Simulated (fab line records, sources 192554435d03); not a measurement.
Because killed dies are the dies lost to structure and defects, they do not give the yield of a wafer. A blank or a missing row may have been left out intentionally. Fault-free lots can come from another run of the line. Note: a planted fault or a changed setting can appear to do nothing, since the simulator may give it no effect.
fab line records	flow n5Finfet
record lots=14	wafers=40	lastDay=19
route steps=1938 shown MOL_CONTACT_COAG@627 BEOL_M0_SAQP@634
lots untouched by any fault: they come from a run of this same line in which no faults occurred
startH: the number of hours between the record's first day and the start of the first shown wafer of the lot	waitH: time in hours since the lot's previous step	" unchanged from the row above	L1.1+2: a single row standing in for several wafers	- no value, or no start was given	* or withheld: withheld	< > ~ a bound
route shown NAME@n: a module of which the file shows steps, and the number in the route of the first	usual: average and standard deviation across the fault-free wafers	same: alike in all rows	chamber/n: place in a boat	sites: per-site readings	_std_site: their standard deviation	_edge_site: outer sites' mean less inner sites'	radiusMm: for every site, how far away it sits from the centre of the wafer	mask NAME#n: copy n	behind: tool/chamber where the wafer was last shaped	hold: what put the lot on hold/how long, in hours/how the hold closed	device: the transistor (n, p or np) that didn't switch	end of line: the route-end tests of the same wafers	a step without rows: its recipe alone	killed: not the wafer's yield, but the dies lost to structure and defects at the first sort	map: per-die view of a wafer (x killed, . not killed, _ where there is no die)
set.NAME: the setting as run; set.NAME@STEP: as run at that earlier step	model.NAME: the simulator's own value behind a step, which no gauge read
a sample of lots followed through the steps of the route, with each step as a table and each wafer as a row
services: when a tool's chamber went out of use (startH, in hours from the record's first day, below 0 if earlier), for how many hours, and the reason
## steps
# step N5_MOL_CONTACT_COAG_CMP_52
# recipe stopOn=SiO2	tOverpolishS=1.5	postCmpClean=wDiluteNh4oh	downForcePsi=4	platenRpm=50.289	padVelocityMS=1.0006	targetThkNm=66.5
# usual motorCurrentA=12.2/1.1	overpolishRunS=1.500/0.0087	timeToEndpointS=12.0/2.3
lot.wafer	tool	chamber	startH	waitH	motorCurrentA	overpolishRunS	timeToEndpointS
L177.3	cmp-04	0	112.38	0.1	11.9	1.501	11.4
L177.1	"	2	"	"	10.9	1.508	10.8
L177.5	"	3	"	"	13.2	1.515	7.6
L178.2	cmp-03	1	121.15	0.0	13.9	1.504	13.2
L178.1	"	3	"	"	11.1	1.507	8.9
L178.6	"	1	"	"	15.0	1.502	9.0
L179.2	cmp-03	1	127.53	0.1	14.5	1.495	10.9
L179.4	"	2	"	"	12.6	1.499	13.9
L179.3	"	3	"	"	11.1	1.495	7.6
L182.2	cmp-03	3	137.87	0.0	11.0	1.502	9.4
L182.1	"	2	"	"	12.3	1.508	10.2
L182.6	"	0	"	"	10.7	1.498	7.4
L189.1	cmp-03	1	186.85	0.0	14.4	1.511	9.7
L189.3	"	3	"	"	11.1	1.489	9.5
L189.5	"	2	"	"	13.1	1.501	11.0
L190.3	cmp-01	0	196.06	0.0	11.8	1.494	15.2
L190.2	"	2	"	"	12.4	1.495	12.1
L190.6	"	0	"	"	11.7	1.490	13.5
L192.1	cmp-04	1	201.79	0.1	11.3	1.509	13.8
L192.4	"	2	"	"	11.7	1.499	10.9
L192.6	"	0	"	"	11.7	1.509	15.0
L194.4	cmp-04	1	206.94	0.1	11.3	1.499	11.5
L194.1	"	3	"	"	13.0	1.497	11.1
L194.5	"	0	"	"	11.1	1.520	12.0
L193.1	cmp-01	2	210.90	0.0	12.3	1.508	14.1
L193.4	"	0	"	"	11.4	1.495	16.4
L195.4	cmp-03	0	221.38	0.1	11.3	1.490	11.1
L195.1	"	2	"	"	13.3	1.502	13.0
L195.5	"	3	"	"	10.9	1.491	8.8
L196.2	cmp-03	3	225.67	0.1	11.3	1.492	11.3
L196.6	"	1	"	"	14.2	1.492	12.8
L196.5	"	2	"	"	13.1	1.499	14.6
L197.4	cmp-01	2	228.12	0.0	12.3	1.494	12.5
L197.1	"	3	"	"	12.8	1.494	13.8
L197.3	"	0	"	"	11.3	1.504	14.0
L198.4	cmp-04	2	235.35	0.1	11.5	1.508	13.0
L198.5	"	3	"	"	12.8	1.512	7.7
L199.2	cmp-04	0	243.10	0.1	11.7	1.498	12.7
L199.1	"	2	"	"	11.6	1.505	13.3
L199.5	"	0	"	"	11.8	1.504	15.5
# step N5_BEOL_M0_SAQP_HM_DEP_02
# recipe material=TiN	targetThkA=120	tempC=25	chamberPressurePa=0.49996
# usual throttleValvePct=30.0/0.81
lot.wafer	tool	chamber	startH	waitH	throttleValvePct
L177.1	pvdSputter-01	-	136.89	0.6	30.0
L177.3	"	-	"	"	29.5
L177.5	"	-	"	"	30.1
L178.1	pvdSputter-01	-	136.99	0.7	29.4
L178.2	"	-	"	"	30.4
L178.6	"	-	"	"	29.4
L179.2	pvdSputter-01	-	137.31	0.6	30.4
L179.3	"	-	"	"	30.5
L179.4	"	-	"	"	29.5
L182.1	pvdSputter-02	-	143.90	1.9	29.7
L182.2	"	-	"	"	29.5
L182.6	"	-	"	"	30.7
L189.1	pvdSputter-02	-	191.04	0.4	29.9
L189.3	"	-	"	"	29.7
L189.5	"	-	"	"	29.7
L190.2	pvdSputter-02	-	200.58	0.8	29.7
L190.3	"	-	"	"	29.9
L190.6	"	-	"	"	29.6
L192.1	pvdSputter-03	-	208.11	0.5	30.9
L192.4	"	-	"	"	31.4
L192.6	"	-	"	"	31.9
L194.1	pvdSputter-02	-	211.39	0.8	29.3
L194.4	"	-	"	"	29.8
L194.5	"	-	"	"	30.9
L193.1	pvdSputter-01	-	214.90	0.3	30.2
L193.4	"	-	"	"	30.5
L195.1	pvdSputter-02	-	225.94	0.9	31.1
L195.4	"	-	"	"	29.7
L195.5	"	-	"	"	29.8
L196.2	pvdSputter-03	-	231.60	2.3	31.9
L196.5	"	-	"	"	31.0
L196.6	"	-	"	"	32.0
L197.1	pvdSputter-02	-	234.43	2.1	29.5
L197.3	"	-	"	"	29.6
L197.4	"	-	"	"	29.8
L198.4	pvdSputter-03	-	239.04	0.1	31.0
L198.5	"	-	"	"	31.1
L199.1	pvdSputter-01	-	246.97	0.2	29.4
L199.2	"	-	"	"	30.7
L199.5	"	-	"	"	30.4
# step N5_BEOL_M0_SAQP_PECVD_97
# recipe material=SiNx	targetThkA=230	tempC=350	precursor=SiH4/NH3/N2	pressureTorr=1.5	rfW=300	timeS=19.9
# usual heaterPowerW=557/57	showerheadPlenumPTorr=5.18/0.063	showerheadVppV=1059/29	throttleValvePct=39.9/2.2
lot.wafer	tool	chamber	startH	waitH	heaterPowerW	showerheadPlenumPTorr	showerheadVppV	throttleValvePct
L177.1	pecvd-04	1	137.08	0.0	533	5.21	1107	44.7
L177.3	"	0	"	"	553	5.24	1035	41.4
L177.5	"	1	"	"	533	5.21	1075	44.7
L178.1	pecvd-01	0	137.18	0.0	449	5.05	1026	40.0
L178.2	"	1	"	"	621	5.19	1062	38.8
L178.6	"	0	"	"	441	5.08	1037	40.2
L179.2	pecvd-04	2	137.52	0.0	525	5.14	1044	39.0
L179.3	"	1	"	"	581	5.21	1093	44.5
L179.4	"	0	"	"	548	5.26	1045	41.6
L182.1	pecvd-01	0	144.10	0.0	510	5.07	1047	40.0
L182.2	"	1	"	"	581	5.19	1041	38.8
L182.6	"	2	"	"	641	5.11	991	38.7
L189.1	pecvd-01	1	191.24	0.0	631	5.20	1042	39.1
L189.3	"	2	"	"	671	5.12	1021	38.9
L189.5	"	1	"	"	631	5.20	1051	39.0
L190.2	pecvd-02	0	200.78	0.0	536	5.23	1097	38.9
L190.3	"	1	"	"	465	5.10	1070	39.5
L190.6	"	2	"	"	631	5.19	1117	35.9
L192.1	pecvd-02	2	208.31	0.0	560	5.22	1091	35.9
L192.4	"	2	"	"	576	5.20	1102	36.0
L192.6	"	0	"	"	522	5.22	1085	38.8
L194.1	pecvd-01	1	211.62	0.0	579	5.20	1044	38.9
L194.4	"	1	"	"	564	5.20	1032	38.8
L194.5	"	0	"	"	529	5.08	1039	40.0
L193.1	pecvd-04	2	215.09	0.0	615	5.14	1028	39.4
L193.4	"	2	"	"	618	5.14	1038	39.2
L195.1	pecvd-02	1	226.14	0.0	433	5.10	1071	39.7
L195.4	"	1	"	"	440	5.10	1067	39.8
L195.5	"	2	"	"	541	5.22	1083	36.0
L196.2	pecvd-04	2	231.84	0.0	533	5.15	1045	39.3
L196.5	"	2	"	"	521	5.16	1037	39.6
L196.6	"	0	"	"	560	5.26	1061	41.6
L197.1	pecvd-04	0	234.66	0.0	517	5.26	1064	41.6
L197.3	"	2	"	"	606	5.17	1033	39.3
L197.4	"	0	"	"	538	5.27	1048	41.6
L198.4	pecvd-04	0	239.30	0.0	492	5.25	1049	41.7
L198.5	"	2	"	"	651	5.16	1045	39.5
L199.1	pecvd-02	1	247.17	0.0	489	5.09	1066	39.6
L199.2	"	2	"	"	587	5.21	1103	36.3
L199.5	"	1	"	"	481	5.10	1080	39.5
# step N5_BEOL_M0_SAQP_DEVELOP_13
# recipe developTimeS=30	developer=TMAH	resist=CAR-ArF	devTempC=23	rinseLiquid=diw	dry=airSpin
# usual chillPlateTempC=22.98/0.11	developTimeS=30/0	developerTempC=23.01/0.13
lot.wafer	tool	chamber	startH	waitH	chillPlateTempC	developTimeS	developerTempC
L177.1	lithoTrack-05	0	137.64	-	22.98	30	22.99
L177.3	"	0	"	"	23.09	30	22.93
L177.5	"	0	"	"	23.05	30	22.94
L178.1	lithoTrack-04	0	137.81	-	22.88	30	23.02
L178.2	"	0	"	"	22.94	30	23.00
L178.6	"	0	"	"	22.76	30	22.94
L179.2	lithoTrack-02	0	137.95	-	22.99	30	23.01
L179.3	"	0	"	"	23.10	30	23.09
L179.4	"	0	"	"	23.19	30	23.08
L182.1	lithoTrack-04	0	144.53	-	22.86	30	22.97
L182.2	"	0	"	"	23.13	30	22.87
L182.6	"	0	"	"	23.10	30	23.16
L189.1	lithoTrack-05	-	191.80	-	-	-	-
L189.3	"	-	"	"	-	-	-
L189.5	"	-	"	"	-	-	-
L190.2	lithoTrack-05	-	201.34	-	-	-	-
L190.3	"	-	"	"	-	-	-
L190.6	"	-	"	"	-	-	-
L192.1	lithoTrack-05	0	208.86	-	23.00	30	22.99
L192.4	"	0	"	"	23.05	30	23.11
L192.6	"	0	"	"	23.04	30	23.08
L194.1	lithoTrack-05	0	212.23	-	22.99	30	22.88
L194.4	"	0	"	"	23.17	30	23.08
L194.5	"	0	"	"	23.13	30	23.07
L193.1	lithoTrack-02	0	215.65	-	23.06	30	23.07
L193.4	"	0	"	"	23.10	30	23.09
L195.1	lithoTrack-02	0	226.70	-	22.90	30	23.16
L195.4	"	0	"	"	22.91	30	23.25
L195.5	"	0	"	"	22.78	30	23.12
L196.2	lithoTrack-02	0	232.45	-	22.85	30	23.12
L196.5	"	0	"	"	22.97	30	23.15
L196.6	"	0	"	"	22.86	30	23.18
L197.1	lithoTrack-05	0	235.15	-	23.10	30	23.28
L197.3	"	0	"	"	23.07	30	23.25
L197.4	"	0	"	"	23.04	30	23.20
L198.4	lithoTrack-04	0	239.76	-	23.04	30	22.93
L198.5	"	0	"	"	22.94	30	23.08
L199.1	lithoTrack-02	0	247.75	-	22.98	30	23.11
L199.2	"	0	"	"	23.12	30	22.93
L199.5	"	0	"	"	23.10	30	23.05
## services
tool	chamber	startH	hours	kind
pecvd-04	1	94.15	4.8	repair
cmp-01	-	117.98	0.6	repair
cmp-01	-	124.82	5.8	repair
pvdSputter-01	-	128.15	7.3	repair
pvdSputter-01	-	138.01	14.9	repair
pvdSputter-02	-	152.82	8.3	repair
pecvd-01	1	155.76	5.5	scheduledDown
cmp-01	-	162.61	1.0	repair
cmp-01	-	173.77	0.7	repair
cmp-01	-	177.34	6.2	pm
lithoTrack-05	-	188.84	-	consumableReplace:filter
pecvd-01	0	196.20	4.1	repair
cmp-01	-	198.41	2.6	repair
pecvd-01	2	202.38	-	clean
pecvd-01	2	202.38	-	consumableReplace:showerhead
cmp-04	-	212.82	0.3	repair
pecvd-04	1	225.77	26.1	repair
cmp-04	-	227.49	4.0	pm
cmp-04	-	231.49	-	consumableReplace:conditioner
cmp-04	-	231.49	-	consumableReplace:pad
cmp-01	-	231.61	2.1	repair
cmp-03	-	237.91	4.0	pm
cmp-03	-	241.91	-	consumableReplace:conditioner
cmp-03	-	241.91	-	consumableReplace:pad
## key
firstSign step=N5_BEOL_M0_SAQP_DEVELOP_13	reading=toolRecord	direction=missing
effect none on later readings
metAt N5_BEOL_M0_SAQP_DEVELOP_13
struckLots L189,L190
laterRowsLeftOut L189.1,L189.3,L189.5,L190.2,L190.3,L190.6
sortLeftOut L189.1,L189.3,L189.5,L190.2,L190.3,L190.6
notActingAt N5_MOL_CONTACT_COAG_CMP_52,N5_BEOL_M0_SAQP_HM_DEP_02,N5_BEOL_M0_SAQP_PECVD_97
onsetBetween 137.64 191.80
fault kind=skippedStepWhole	tool=lithoTrack-05	chamber=-	onsetH=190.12	steps=N5_BEOL_M0_SAQP_DEVELOP_13	scope=struckLotsOnly
# sortLeftOut: the simulated sort isn't trusted on such a fault, so these wafers' sort isn't shown, and their yield isn't known
# laterRowsLeftOut: the simulator's readings of these wafers behind a module that went badly wrong aren't trusted and aren't shown, but for the sort
